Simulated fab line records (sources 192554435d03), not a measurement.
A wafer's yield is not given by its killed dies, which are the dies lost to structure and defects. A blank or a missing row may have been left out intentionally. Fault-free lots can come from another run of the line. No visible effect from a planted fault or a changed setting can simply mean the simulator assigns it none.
Split-lot experiment + flow n5-finfet + route with 1938 steps; 7 lots, 21 wafers read

== SPLIT DETAILS ==
At N5_BEOL_M12_PEB_08 (peb time 90 s), the setting peb-temp-c was moved away from the recipe's 130 C on 8 of the 21 wafers read, by -2.4% to +2.6%. All remaining wafers had this setting at the recipe value.

== FROM THE SPLIT TO THE READING: what the file shows between them, 8 steps ==
- N5_BEOL_M12_DEVELOP_09: develop time 45 s
- N5_BEOL_M12_HARDBAKE_14: time 120 s
- N5_BEOL_M12_CD_MEAS_10: target cd 140 nm
- N5_BEOL_M12_DESCUM_15: chemistry O2, time 7.9 s (also split here: time-s)
- N5_BEOL_M12_ETCH_59: etches BARC in N2/H2, target depth 89 nm, overetch 26.7 nm, time 67.9 s
- N5_BEOL_M12_VIA_ETCH_16: etches SiOC in C4F8/O2/Ar, target depth 724.8 nm
- N5_BEOL_M12_STRIP_71: strips in post etch residue remover, time 60 s
- N5_BEOL_M12_SRD_72: time 30 s, dry time 30 s

== THE READING ==
Shown in nm: cd-nm at N5_BEOL_M12_CD_MEAS_17, with target cd 140 nm. On this fab line, fault-free wafers typically give 140.0 nm with a standard deviation of 2 nm.

| wafer  | tool, chamber at the split | peb-temp-c as run, C | against the recipe | cd-nm, nm | against lot-mates on the recipe |
|--------|----------------------------|----------------------|--------------------|-----------|---------------------------------|
| L075.1 | litho-track-03, 0          | 130                  | recipe             | 139.1     | -                               |
| L075.3 | litho-track-03, 0          | 131                  | +0.8%              | 140.1     | +1.0                            |
| L075.5 | litho-track-03, 0          | 131                  | +0.8%              | 144.0     | +4.9                            |
| L078.3 | litho-track-03, 0          | 130                  | recipe             | 141.3     | -                               |
| L078.4 | litho-track-03, 0          | 133.4                | +2.6%              | 149.5     | +8.2                            |
| L078.6 | litho-track-03, 0          | 133.4                | +2.6%              | 147.7     | +6.4                            |
| L083.4 | litho-track-04, 0          | 130                  | recipe             | 137.3     | -                               |
| L083.5 | litho-track-04, 0          | 130                  | recipe             | 142.4     | -                               |
| L083.6 | litho-track-04, 0          | 130                  | recipe             | 138.3     | -                               |
| L082.1 | litho-track-03, 0          | 130                  | recipe             | 140.2     | -                               |
| L082.3 | litho-track-03, 0          | 130                  | recipe             | 140.7     | -                               |
| L082.5 | litho-track-03, 0          | 130                  | recipe             | 140.3     | -                               |
| L084.1 | litho-track-04, 0          | 130                  | recipe             | 140.7     | -                               |
| L084.4 | litho-track-04, 0          | 130                  | recipe             | 141.2     | -                               |
| L084.5 | litho-track-04, 0          | 129                  | -0.8%              | 137.0     | -3.9                            |
| L087.1 | litho-track-03, 0          | 130                  | recipe             | 136.4     | -                               |
| L087.2 | litho-track-03, 0          | 130                  | recipe             | 140.4     | -                               |
| L087.4 | litho-track-03, 0          | 126.9                | -2.4%              | 130.2     | -8.2                            |
| L093.1 | litho-track-03, 0          | 130                  | recipe             | 136.9     | -                               |
| L093.4 | litho-track-03, 0          | 132.5                | +1.9%              | 146.6     | +9.7                            |
| L093.5 | litho-track-03, 0          | 132.5                | +1.9%              | 145.4     | +8.5                            |

FIT RESULTS
A straight line over all 21 wafers: cd-nm changes by +3.53 nm for each +1% of peb-temp-c; r = +0.93; the points scatter about the line by 1.7 nm.
The same after taking each lot's own level away (the mean of its wafers on the recipe; 21 wafers): +3.51 nm for each +1%; r = +0.93; scatter 1.7 nm.
On that fit, the largest move of peb-temp-c shifts the reading by 9.2 nm.
The lots' own levels span 136.90 to 141.30 nm, that is 2.2 times the standard deviation above.
Hence the lot-to-lot level has little effect on the slope; both slopes agree.
Check: +9.52 nm against its lot-mates is what the line predicts for one of the wafers moved furthest among these (+2.6%) when that wafer is left out of the fit. It came out at +8.2 nm against them.

== THESE WAFERS: OTHER SPLITS ==
Before the reading, these wafers also passed through other splits. Each is held against what the fit with the lots' levels taken away leaves over:
| other split on the same wafers | wafers away from the commonest value | r with cd-nm (lot level and that fit taken away) |
|--------------------------------|--------------------------------------|--------------------------------------------------|
| N5_BEOL_M10_COAT_60 spin-rpm   | 4                                    | +0.02                                            |
| N5_BEOL_M11_ILD_DEP_00 time-s  | 11                                   | +0.17                                            |
| N5_BEOL_M11_COAT_60 spin-rpm   | 4                                    | +0.11                                            |
| N5_BEOL_M12_DESCUM_15 time-s   | 11                                   | -0.24                                            |

== THE WHOLE CHAIN: every reading that the file lists as answering this split, in the file's order ==
| step                   | what it does     | reading | change (the file's fit)              | r (the file's) |
|------------------------|------------------|---------|--------------------------------------|----------------|
| N5_BEOL_M12_CD_MEAS_10 | target cd 140 nm | cd-nm   | +3.23 nm for each +1% of the setting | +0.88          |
| N5_BEOL_M12_CD_MEAS_17 | target cd 140 nm | cd-nm   | +3.51 nm for each +1% of the setting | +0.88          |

== FILE'S OWN FIT ==
cd-nm changes by +3.51 nm for each +1% of peb-temp-c, r = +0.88.
